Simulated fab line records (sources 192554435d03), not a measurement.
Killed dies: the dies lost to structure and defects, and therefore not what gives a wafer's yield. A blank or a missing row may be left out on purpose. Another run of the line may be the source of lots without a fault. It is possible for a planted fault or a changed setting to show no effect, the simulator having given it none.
fab line records -- flow n5_finfet -- part 2 of 2: steps 19 to 29 of 29
record lots=5, wafers=15, last_day=17
route steps=1938 shown BEOL_M11@1573
lots untouched by any fault: they come from a run of this same line in which no faults occurred
start_h: hours from the record's first day to the start of the lot's first wafer shown -- wait_h: hours elapsed since this lot's preceding step -- " as in the row above -- L1.1+2: several wafers, shown together as one row -- - no value, or no start was given -- * or withheld: withheld -- < > ~ a bound
route shown NAME@n: a module of which the file shows steps, and the number in the route of the first -- usual: the fault-free wafers' mean and standard deviation -- same: alike in all rows -- chamber/n: place in a boat -- sites: the reading at each site -- _std_site: standard deviation across them -- _edge_site: mean of outer sites minus mean of inner sites -- radius_mm: how far each site lies from the wafer's centre -- mask NAME#n: copy n -- behind: tool/chamber where the wafer was last shaped -- hold: cause of the lot's hold/its duration in hours/its outcome -- device: transistor that didn't switch, given as n, p or np -- end of line: the tests these same wafers got at the end of their route -- where a step has no rows: the recipe by itself -- killed: not the wafer's yield, but the dies lost to structure and defects at the first sort -- map: shows each die of a wafer: x if killed, . if not, _ if none is there
set.NAME: setting as actually run; set.NAME@STEP: the setting as run at that earlier step -- model.NAME: the simulator's own value behind a step, which no gauge read
lots seen at some steps along the route; tables by step, rows by wafer
services: a tool's chamber out of use, with start hour (start_h, from the record's first day; less than 0 if before it), hours out, and reason
## steps
# step N5_BEOL_M11_SURFACE_TREAT_76
# recipe gas=Ar, time_s=*, ion_energy_ev=*, ion_current_ma_cm2=0.5, pressure_mtorr=*, ar_flow_sccm=30
# usual throttle_valve_pct=*
lot.wafer,tool,chamber,start_h,wait_h,throttle_valve_pct
L088.1,pvd_sputter-02,-,321.78,0.2,*
L088.3,pvd_sputter-02,-,321.78,0.2,*
L088.4,pvd_sputter-02,-,321.78,0.2,*
L090.2,pvd_sputter-01,-,335.03,0.2,*
L090.4,pvd_sputter-01,-,335.03,0.2,*
L090.6,pvd_sputter-01,-,335.03,0.2,*
L091.1,pvd_sputter-03,-,335.55,0.4,*
L091.3,pvd_sputter-03,-,335.55,0.4,*
L091.5,pvd_sputter-03,-,335.55,0.4,*
L097.1,pvd_sputter-03,-,371.45,0.2,*
L097.2,pvd_sputter-03,-,371.45,0.2,*
L097.4,pvd_sputter-03,-,371.45,0.2,*
L096.1,pvd_sputter-03,-,371.75,0.2,*
L096.3,pvd_sputter-03,-,371.75,0.2,*
L096.5,pvd_sputter-03,-,371.75,0.2,*
# step N5_BEOL_M11_CVD_75
# recipe material=Co, target_thk_a=20, temp_c=withheld, precursor=CCTBA/H2, pressure_torr=30, time_s=138.9
lot.wafer,tool,chamber,start_h,wait_h
L088.1+3+4,cvd_co-02,"2,0,0",321.86,0.1
L090.2+4+6,cvd_co-02,"2,2,0",335.39,0.3
L091.1+3+5,cvd_co-02,"0,2,0",336.04,0.5
L097.1+2+4,cvd_co-01,"0,1,0",371.51,0.0
L096.1+3+5,cvd_co-01,"1,0,0",371.86,0.1
# step N5_BEOL_M11_SPUTTER_48
# recipe material=Cu, target_thk_a=120, temp_c=-20, bias_v=60, power_w=26000, chamber_pressure_pa=0.13, time_s=2
# usual throttle_valve_pct=29.8/1.1
lot.wafer,tool,chamber,start_h,wait_h,throttle_valve_pct
L088.1,pvd_sputter-02,-,322.02,0.1,27.8
L088.3,pvd_sputter-02,-,322.02,0.1,29.5
L088.4,pvd_sputter-02,-,322.02,0.1,30.7
L090.2,pvd_sputter-02,-,336.58,1.1,29.7
L090.4,pvd_sputter-02,-,336.58,1.1,27.6
L090.6,pvd_sputter-02,-,336.58,1.1,31.3
L091.1,pvd_sputter-01,-,337.35,1.3,29.0
L091.3,pvd_sputter-01,-,337.35,1.3,32.0
L091.5,pvd_sputter-01,-,337.35,1.3,31.3
L097.1,pvd_sputter-02,-,371.73,0.2,29.4
L097.2,pvd_sputter-02,-,371.73,0.2,27.9
L097.4,pvd_sputter-02,-,371.73,0.2,29.6
L096.1,pvd_sputter-01,-,372.27,0.4,28.9
L096.3,pvd_sputter-01,-,372.27,0.4,31.1
L096.5,pvd_sputter-01,-,372.27,0.4,29.7
# step N5_BEOL_M11_ECD_50
# recipe material=Cu, target_thk_a=3180
lot.wafer,tool,chamber,start_h,wait_h
L088.1+3+4,ecd_cu-01,"1,0,1",322.13,0.1
L090.2+4+6,ecd_cu-01,1,336.70,0.1
L091.1+3+5,ecd_cu-02,"0,0,1",337.47,0.1
L097.1+2+4,ecd_cu-02,"0,1,1",371.84,0.1
L096.1+3+5,ecd_cu-02,"1,0,0",372.39,0.1
# step N5_BEOL_M11_ANNEAL_51
# recipe temp_c=225, time_s=90, ambient=N2
# usual wafer_temp_C_max=226.24/0.29
lot.wafer,tool,chamber,start_h,wait_h,wafer_temp_C_max
L088.1,rtp_anneal-01,0,322.25,0.1,226.89
L088.3,rtp_anneal-01,0,322.25,0.1,226.58
L088.4,rtp_anneal-01,0,322.25,0.1,226.26
L090.2,rtp_anneal-01,0,337.01,0.3,226.01
L090.4,rtp_anneal-01,0,337.01,0.3,225.77
L090.6,rtp_anneal-01,0,337.01,0.3,226.31
L091.1,rtp_anneal-01,0,337.75,0.3,225.90
L091.3,rtp_anneal-01,0,337.75,0.3,226.02
L091.5,rtp_anneal-01,0,337.75,0.3,226.16
L097.1,rtp_anneal-01,0,371.95,0.1,226.62
L097.2,rtp_anneal-01,0,371.95,0.1,226.27
L097.4,rtp_anneal-01,0,371.95,0.1,226.26
L096.1,rtp_anneal-02,0,372.50,0.1,226.50
L096.3,rtp_anneal-02,0,372.50,0.1,225.88
L096.5,rtp_anneal-02,0,372.50,0.1,226.16
# step N5_BEOL_M11_CMP_52
# recipe stop_on=SiCOH_lowk, t_overpolish_s=7, down_force_psi=1, platen_rpm=50, clearing_platen_down_force_psi=1.5, clearing_platen_rpm=50, post_cmp_clean=cu_alkaline, target_thk_nm=140, clearing_platen_pad_velocity_m_s=0.99484, pad_velocity_m_s=0.99484
# usual barrier_field_endpoint_s=28.7/0.98, motor_current_A=6.1/0.66, overpolish_run_s=7.001/0.0096, platen_rpm=49.99/0.033, time_to_endpoint_s=64/4.3
lot.wafer,tool,chamber,start_h,wait_h,barrier_field_endpoint_s,motor_current_A,overpolish_run_s,platen_rpm,time_to_endpoint_s
L088.1,cmp-04,1,322.56,0.3,29.1,4.8,7.004,50.00,62
L088.3,cmp-04,3,322.56,0.3,28.6,6.7,6.992,49.97,63
L088.4,cmp-04,0,322.56,0.3,28.8,5.1,6.993,50.00,61
L090.4,cmp-04,1,337.26,0.1,27.7,5.4,6.995,50.01,58
L090.2,cmp-04,0,337.26,0.1,26.0,5.3,7.003,50.00,55
L090.6,cmp-04,1,337.26,0.1,27.4,5.3,7.012,50.01,57
L091.1,cmp-03,3,338.05,0.3,28.0,6.3,7.003,50.00,60
L091.3,cmp-03,1,338.05,0.3,28.2,5.9,6.994,50.04,66
L091.5,cmp-03,3,338.05,0.3,29.2,6.9,6.995,50.03,61
L097.4,cmp-04,3,372.25,0.1,27.8,6.5,6.994,49.98,60
L097.1,cmp-04,1,372.25,0.1,28.4,5.2,7.002,49.97,60
L097.2,cmp-04,2,372.25,0.1,29.6,6.5,7.006,50.02,64
L096.3,cmp-01,0,372.87,0.2,28.2,6.5,7.005,49.94,62
L096.1,cmp-01,1,372.87,0.2,27.8,5.7,7.008,49.97,64
L096.5,cmp-01,3,372.87,0.2,29.0,6.5,6.992,49.99,65
# step N5_BEOL_M11_THK_MEAS_53
# recipe thk_meas_gauge=xrf, reads=Cu_of_BEOL_M11_ECD_50
# usual M11_THK=136/4.1
lot.wafer,tool,chamber,start_h,wait_h,M11_THK[nm]
L088.1,film_metro-01,-,322.86,-,140
L088.3,film_metro-01,-,322.86,-,140
L088.4,film_metro-01,-,322.86,-,138
L090.2,film_metro-01,-,337.56,-,131
L090.4,film_metro-01,-,337.56,-,129
L090.6,film_metro-01,-,337.56,-,130
L091.1,film_metro-01,-,338.34,-,126
L091.3,film_metro-01,-,338.34,-,137
L091.5,film_metro-01,-,338.34,-,138
L097.1,film_metro-01,-,372.55,-,133
L097.2,film_metro-01,-,372.55,-,131
L097.4,film_metro-01,-,372.55,-,133
L096.1,film_metro-01,-,373.09,-,136
L096.3,film_metro-01,-,373.09,-,137
L096.5,film_metro-01,-,373.09,-,138
# step N5_BEOL_M11_PRE_CLEAN_55
# recipe gas=NH3, time_s=15, temp_c=withheld, rf_power_w=300
lot.wafer,tool,chamber,start_h,wait_h
L088.1+3+4,pecvd-02,"0,1,1",322.89,0.0
L090.2+4+6,pecvd-01,"0,1,0",337.59,0.0
L091.1+3+5,pecvd-03,"1,2,2",338.38,0.0
L097.1+2+4,pecvd-02,"0,1,1",372.59,0.0
L096.1+3+5,pecvd-03,"1,0,1",373.13,0.0
# step N5_BEOL_M11_DEP_56
# recipe material=SiCN, target_thk_a=300, temp_c=withheld, precursor=3MS/NH3, pressure_torr=3, rf_w=675, time_s=10.5
# usual showerhead_plenum_p_Torr=4.160/0.022, throttle_valve_pct=18.0/0.88
lot.wafer,tool,chamber,start_h,wait_h,showerhead_plenum_p_Torr,throttle_valve_pct
L088.1,pecvd-02,0,322.92,0.0,4.173,17.2
L088.3,pecvd-02,1,322.92,0.0,4.168,18.8
L088.4,pecvd-02,1,322.92,0.0,4.176,19.2
L090.2,pecvd-01,0,337.62,0.0,4.173,17.1
L090.4,pecvd-01,1,337.62,0.0,4.179,17.8
L090.6,pecvd-01,0,337.62,0.0,4.175,17.3
L091.1,pecvd-03,1,338.41,0.0,4.130,18.0
L091.3,pecvd-03,2,338.41,0.0,4.197,18.0
L091.5,pecvd-03,2,338.41,0.0,4.192,17.9
L097.1,pecvd-02,0,372.62,0.0,4.167,17.3
L097.2,pecvd-02,1,372.62,0.0,4.169,19.0
L097.4,pecvd-02,1,372.62,0.0,4.169,19.1
L096.1,pecvd-03,1,373.15,0.0,4.136,18.0
L096.3,pecvd-03,0,373.15,0.0,4.135,20.0
L096.5,pecvd-03,1,373.15,0.0,4.134,18.2
# step N5_BEOL_M11_RS_MEAS_57
# recipe thk_meas_gauge=four-point-probe, reads=Cu_of_BEOL_M11_ECD_50+Co_of_BEOL_M11_CVD_75+TaN_of_BEOL_M11_ALD_74
# usual M11_RS=0.152/0.005
lot.wafer,tool,chamber,start_h,wait_h,M11_RS[ohm/sq]
L088.1,film_metro-01,-,322.98,0.0,0.148
L088.3,film_metro-01,-,322.98,0.0,0.149
L088.4,film_metro-01,-,322.98,0.0,0.151
L090.2,film_metro-01,-,337.68,0.0,0.158
L090.4,film_metro-01,-,337.68,0.0,0.160
L090.6,film_metro-01,-,337.68,0.0,0.160
L091.1,film_metro-01,-,338.47,0.0,0.167
L091.3,film_metro-01,-,338.47,0.0,0.152
L091.5,film_metro-01,-,338.47,0.0,0.150
L097.1,film_metro-02,-,372.68,0.0,0.155
L097.2,film_metro-02,-,372.68,0.0,0.156
L097.4,film_metro-02,-,372.68,0.0,0.156
L096.1,film_metro-01,-,373.21,0.0,0.153
L096.3,film_metro-01,-,373.21,0.0,0.151
L096.5,film_metro-01,-,373.21,0.0,0.150
# step N5_BEOL_M11_INSPECT_58
# recipe inspect_instrument=darkfield, mode=post_dep
# usual raw_defect_count=71/26
lot.wafer,tool,chamber,start_h,wait_h,raw_defect_count
L088.1,defect_inspect-01,-,323.01,0.0,41
L088.3,defect_inspect-01,-,323.01,0.0,40
L088.4,defect_inspect-01,-,323.01,0.0,42
L090.2,defect_inspect-02,-,337.71,0.0,58
L090.4,defect_inspect-02,-,337.71,0.0,105
L090.6,defect_inspect-02,-,337.71,0.0,82
L091.1,defect_inspect-02,-,338.49,0.0,49
L091.3,defect_inspect-02,-,338.49,0.0,55
L091.5,defect_inspect-02,-,338.49,0.0,36
L097.1,defect_inspect-01,-,372.71,0.0,98
L097.2,defect_inspect-01,-,372.71,0.0,55
L097.4,defect_inspect-01,-,372.71,0.0,54
L096.1,defect_inspect-01,-,373.24,0.0,106
L096.3,defect_inspect-01,-,373.24,0.0,128
L096.5,defect_inspect-01,-,373.24,0.0,80
## services
tool,chamber,start_h,hours,kind
rie_diel-03,3,298.09,-,clean
rie_diel-03,3,298.09,-,consumable_replace:focus_ring
rie_diel-03,3,298.09,12.6,scheduled_down
uv_cure-03,-,302.46,0.9,repair
cmp-01,-,312.84,4.0,pm
pecvd-01,-,316.89,0.2,repair
ald_metal-02,3,317.54,8.4,repair
cmp-03,-,318.26,3.4,pm
cmp-01,-,331.15,0.4,repair
ecd_cu-02,-,332.92,2.9,repair
cmp-01,-,335.30,2.6,repair
ald_metal-01,-,337.25,14.0,pm
ecd_cu-02,-,344.59,18.1,repair
uv_cure-03,-,345.91,1.0,pm
cmp-03,-,347.56,3.1,repair
cvd_co-02,-,347.63,0.3,repair
uv_cure-01,-,350.47,7.5,pm
rie_diel-06,-,351.47,2.8,pm
pvd_sputter-03,-,355.57,0.7,repair
cmp-04,-,356.88,4.0,pm
uv_cure-01,-,362.60,2.1,pm
pvd_sputter-02,-,365.16,1.1,repair
rtp_anneal-02,-,367.70,0.8,pm
rie_diel-06,-,371.00,14.6,pm
